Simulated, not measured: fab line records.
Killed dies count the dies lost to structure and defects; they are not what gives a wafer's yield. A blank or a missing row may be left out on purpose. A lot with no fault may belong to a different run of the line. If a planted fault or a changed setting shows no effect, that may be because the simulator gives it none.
Which tool was responsible? | flow nand_harc | Sampling: 12 lots, 36 wafers, 5 of 1302 route steps

== WHAT THE GAUGES SHOWED, per wafer ==
NHARC_A_ONON_D1_THK_MEAS_11: measures by ellipsometry.
lot  | measured     | on            | thk_nm (nm)
L580 | day 8 18:31  | film_metro-01 | 996 997 995
L581 | day 9 02:32  | film_metro-02 | 1001 1003 1001
L582 | day 9 13:27  | film_metro-02 | 1005 1003 1002
L584 | day 10 07:20 | film_metro-02 | 1011 1011 1010
L583 | day 10 07:20 | film_metro-01 | 1010 1009 1010
L592 | day 13 19:13 | film_metro-02 | 993 994 991
L594 | day 14 15:58 | film_metro-01 | 1002 1001 1002
L595 | day 15 01:28 | film_metro-01 | 993 993 993
L597 | day 15 19:41 | film_metro-01 | 991 990 989
L599 | day 16 11:01 | film_metro-01 | 994 993 993
L600 | day 17 02:04 | film_metro-01 | 1013 1015 1015
L601 | day 17 16:41 | film_metro-01 | 991 991 993

NHARC_A_ONON_D1_THK_MEAS_14: measures by ellipsometry.
lot  | measured     | on            | thk_nm (nm)
L580 | day 8 19:04  | film_metro-02 | 999 1000 1001
L581 | day 9 03:05  | film_metro-02 | 1008 1009 1009
L582 | day 9 14:01  | film_metro-01 | 1001 999 1003
L584 | day 10 07:53 | film_metro-02 | 997 996 997
L583 | day 10 07:54 | film_metro-01 | 1002 1003 1003
L592 | day 13 19:47 | film_metro-01 | 998 998 997
L594 | day 14 16:32 | film_metro-01 | 1007 1007 1005
L595 | day 15 02:02 | film_metro-01 | 1003 1003 1003
L597 | day 15 20:17 | film_metro-02 | 1007 1004 1006
L599 | day 16 11:35 | film_metro-01 | 1000 1000 1000
L600 | day 17 02:38 | film_metro-01 | 1006 1007 1006
L601 | day 17 17:15 | film_metro-02 | 995 994 995

NHARC_END_SORT_01.
lot  | measured     | on        | killed_at_array | killed_at_other | killed_at_periphery | killed_dies | killed_open | killed_short
L584 | day 26 23:50 | prober-02 | 674 676 676     | 0 0 0           | 3 1 1               | 677 677 677 | 1 2 3       | 3 1 6
L583 | day 27 14:13 | prober-01 | 673 675 667     | 4 1 2           | 0 1 8               | 677 677 677 | 3 1 7       | 3 4 5
L592 | day 30 01:46 | prober-02 | 32 20 20        | 0 0 2           | 6 8 8               | 38 28 30    | 0 4 2       | 2 0 1

== WHAT TOOL EACH LOT RAN ON (gives the tool, then ch and the chambers of the sampled wafers, and finally the start) ==
lot  | NHARC_A_CHANNEL_HOLE_D1_ETCH_38    | NHARC_A_CHANNEL_HOLE_D1_ETCH_26
L580 | rie_diel-04 ch 1,2,3, day 9 11:34  | har_etch-02 ch 0,1, day 9 16:26
L581 | rie_diel-10 ch 1,2, day 9 16:32    | har_etch-02 ch 1, day 9 21:26
L582 | rie_diel-10 ch 1,3, day 10 03:38   | har_etch-01 ch 1, day 10 08:31
L584 | rie_diel-04 ch 0,2,3, day 11 01:55 | har_etch-02 ch 0,1, day 11 09:06
L583 | rie_diel-10 ch 0,1, day 11 00:58   | har_etch-01 ch 0, day 11 08:54
L592 | rie_diel-04 ch 2,3, day 14 13:13   | har_etch-01 ch 0,1, day 14 20:17
L594 | rie_diel-10 ch 1,3, day 15 06:26   | har_etch-01 ch 0,1, day 15 11:19
L595 | rie_diel-10 ch 2,3, day 15 20:20   | har_etch-02 ch 0,1, day 16 01:14
L597 | rie_diel-04 ch 1,2,3, day 16 11:13 | har_etch-02 ch 0,1, day 16 16:04
L599 | rie_diel-10 ch 0,2, day 17 05:16   | har_etch-02 ch 0,1, day 17 13:57
L600 | rie_diel-10 ch 0,2, day 17 18:58   | har_etch-01 ch 0,1, day 18 00:02
L601 | rie_diel-13 ch 2,3, day 18 09:12   | har_etch-01 ch 0,1, day 18 16:22
- NHARC_A_CHANNEL_HOLE_D1_ETCH_38: etches the open film in CF4, target depth 39 nm, time 65 s.
- NHARC_A_CHANNEL_HOLE_D1_ETCH_26: etches the open film in C4F8/O2/Ar, time 224.1 s, target depth 300 nm.

== WHAT THE TOOLS THEMSELVES READ (means of the sampled wafers that have a number; where no wafer has one, the mark that the record gives instead) ==
NHARC_A_CHANNEL_HOLE_D1_ETCH_38.
lot  | tool        | bias_w (W) | cf4_flow_sccm (sccm) | drypump_motor_current_A (A) | oes_product_au (a.u.) | rf_vpp_V (V) | showerhead_plenum_p_Torr (Torr) | throttle_valve_pct (%)
L580 | rie_diel-04 | 99.98      | 150.2                | 5.2                         | 0.993                 | 151.5        | 1.73                            | 13.286
L581 | rie_diel-10 | 100.15     | 150.2                | 5.7                         | 1.001                 | 152.6        | 1.77                            | 13.285
L582 | rie_diel-10 | 99.83      | 150.4                | 5.5                         | 1.002                 | 150.7        | 1.79                            | 13.286
L584 | rie_diel-04 | -          | -                    | -                           | -                     | -            | -                               | -
L583 | rie_diel-10 | -          | -                    | -                           | -                     | -            | -                               | -
L592 | rie_diel-04 | 100.13     | 149.6                | 5.2                         | 0.993                 | 149.6        | 1.67                            | 13.280
L594 | rie_diel-10 | 99.69      | 149.9                | 5.6                         | 0.986                 | 151.5        | 1.78                            | 13.284
L595 | rie_diel-10 | 100.04     | 149.7                | 5.5                         | 0.985                 | 152.1        | 1.84                            | 13.279
L597 | rie_diel-04 | 99.74      | 150.1                | 5.2                         | 1.000                 | 150.9        | 1.72                            | 13.282
L599 | rie_diel-10 | 99.80      | 149.5                | 5.9                         | 1.000                 | 150.9        | 1.80                            | 13.280
L600 | rie_diel-10 | 100.11     | 150.2                | 6.2                         | 1.003                 | 152.5        | 1.76                            | 13.278
L601 | rie_diel-13 | 99.74      | 150.4                | 5.9                         | 1.006                 | 151.3        | 1.76                            | 13.290

NHARC_A_CHANNEL_HOLE_D1_ETCH_26.
lot  | tool        | bias_v (V) | c4f8_flow_sccm (sccm) | drypump_motor_current_A (A) | showerhead_plenum_p_Torr (Torr) | throttle_valve_pct (%)
L580 | har_etch-02 | 297.6      | 11.39                 | 5.74                        | 3.54                            | 24.596
L581 | har_etch-02 | 295.1      | 11.43                 | 5.58                        | 3.51                            | 24.582
L582 | har_etch-01 | 299.1      | 11.43                 | 5.53                        | 3.53                            | 24.581
L584 | har_etch-02 | 298.4      | 11.40                 | 5.92                        | 3.56                            | 24.577
L583 | har_etch-01 | 303.0      | 11.37                 | 5.29                        | 3.57                            | 24.585
L592 | har_etch-01 | 302.5      | 11.40                 | 5.37                        | 3.53                            | 24.592
L594 | har_etch-01 | 298.4      | 11.42                 | 5.44                        | 3.51                            | 24.586
L595 | har_etch-02 | 300.1      | 11.38                 | 5.90                        | 3.52                            | 24.581
L597 | har_etch-02 | 297.4      | 11.38                 | 5.74                        | 3.49                            | 24.581
L599 | har_etch-02 | 298.4      | 11.39                 | 5.94                        | 3.99                            | 24.578
L600 | har_etch-01 | 298.9      | 11.39                 | 5.38                        | 3.50                            | 24.593
L601 | har_etch-01 | 301.6      | 11.37                 | 5.44                        | 3.48                            | 24.593

== THE ANSWER, worked out from the rows above alone ==
Rule: the lots themselves supply what counts as usual. Put in order of their means at a reading, lots are off if they are a third of the lots or fewer, leave a main group of 4 or more, and stand apart from it by a gap of 3 or more times the standard deviation of the main group's means; of several such gaps the widest counts. If all means in a main group match to the digits the tables above print for the reading, that group is not used. A lot without any number at a reading at which 4 lots or more have one is off too. All remaining lots with rows at the step are treated as sound. After the gauges, taken in route order, come the tools' own readings; for these a lot's mean is taken, as printed above. At the first step where some lot is off, the reading lying furthest off is the one used; lots without a number count as furthest.
Off: L584, L583, at NHARC_A_CHANNEL_HOLE_D1_ETCH_38 (bias_w). Without a number there: L584, L583. For the main group the mean is 99.92 W and the standard deviation 0.17.
If a tool, at that step or one of the process steps before it, ran each lot that is off and ran no sound lot following the first of them, it fits. No candidate that was tried fits.

== WHAT THE SIMULATOR PUT IN ==
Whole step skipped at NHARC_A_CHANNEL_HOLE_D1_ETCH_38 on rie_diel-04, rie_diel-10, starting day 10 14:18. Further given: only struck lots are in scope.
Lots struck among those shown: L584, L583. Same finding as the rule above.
